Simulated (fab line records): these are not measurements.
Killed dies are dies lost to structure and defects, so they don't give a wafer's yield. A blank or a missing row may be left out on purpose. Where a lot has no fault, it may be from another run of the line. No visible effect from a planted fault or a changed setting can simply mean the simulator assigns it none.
Matching of chambers | flow nandHarc | NHARC_A_M1_STRIP_18 on rieDiel-10: 4 sister chambers
The step strips in N2/H2. 16 wafers are shown with their chamber, then 8 later ones without.

== WAFERS WITH THEIR CHAMBER ==
wafer  | chamber | drypumpMotorCurrentA (A) | oesProductAu (a.u.) | rfVppV (V)
L076.2 | 1       | 5.7                      | 0.978               | 91.3
L076.3 | 3       | 6.2                      | 0.997               | 90.9
L076.6 | 3       | 6.2                      | 1.000               | 88.4
L077.1 | 1       | 5.7                      | 0.994               | 91.0
L077.4 | 2       | 6.0                      | 0.994               | 89.2
L077.5 | 0       | 6.1                      | 1.006               | 89.5
L083.3 | 2       | 6.0                      | 0.987               | 89.4
L083.4 | 0       | 6.1                      | 1.002               | 90.1
L083.5 | 3       | 6.1                      | 1.012               | 90.6
L089.3 | 1       | 5.7                      | 0.995               | 92.1
L089.5 | 0       | 6.1                      | 0.998               | 90.2
L089.6 | 1       | 5.8                      | 0.993               | 91.9
L085.1 | 3       | 6.2                      | 1.010               | 91.3
L085.2 | 2       | 6.0                      | 0.979               | 89.4
L085.3 | 1       | 5.7                      | 0.988               | 91.8
L094.1 | 1       | 5.7                      | 0.998               | 89.9

SIGNATURES (means of the wafers above)
reading              | chamber 0 | chamber 1 | chamber 2 | chamber 3 | scatter within a chamber
drypumpMotorCurrentA | 6.100     | 5.717     | 6.000     | 6.175     | 0.0363
oesProductAu         | 1.00200   | 0.99100   | 0.98667   | 1.00475   | 0.00685
rfVppV               | 89.933    | 91.333    | 89.333    | 90.300    | 0.85
Rule: a wafer's distance from a chamber is the root of the sum, over the readings, of the square of ((its reading less the chamber's mean) divided by the reading's scatter). If the next closest chamber is less than 2 further off than the closest, the wafer can't be placed; otherwise it belongs to the closest. The scatter: the root of (the sum of the squares of (reading less its chamber's mean) over the shown wafers, divided by (wafers less chambers)).

== WAFERS WHOSE CHAMBER IS MISSING ==
wafer  | drypumpMotorCurrentA (A) | oesProductAu (a.u.) | rfVppV (V)
L094.3 | 6.2                      | 1.010               | 90.8
L094.6 | 5.7                      | 0.995               | 91.1
L095.1 | 5.7                      | 0.999               | 92.3
L095.3 | 6.1                      | 1.011               | 90.9
L095.5 | 6.1                      | 1.005               | 90.2
L096.2 | 6.1                      | 1.011               | 90.0
L096.4 | 5.8                      | 0.997               | 90.7
L096.5 | 6.1                      | 1.014               | 90.3

== WHICH CHAMBER EACH ONE RAN IN ==
wafer  | from the rows above     | in truth
L094.3 | can't be placed: 3 or 0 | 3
L094.6 | 1                       | 1
L095.1 | 1                       | 1
L095.3 | can't be placed: 0 or 3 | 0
L095.5 | can't be placed: 0 or 3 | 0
L096.2 | can't be placed: 0 or 3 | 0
L096.4 | 1                       | 1
L096.5 | can't be placed: 0 or 3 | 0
Correct placement for 3 of the 8. Not placeable from these rows: 5 (in 5, the candidates include the true chamber). 0 placed wrongly.
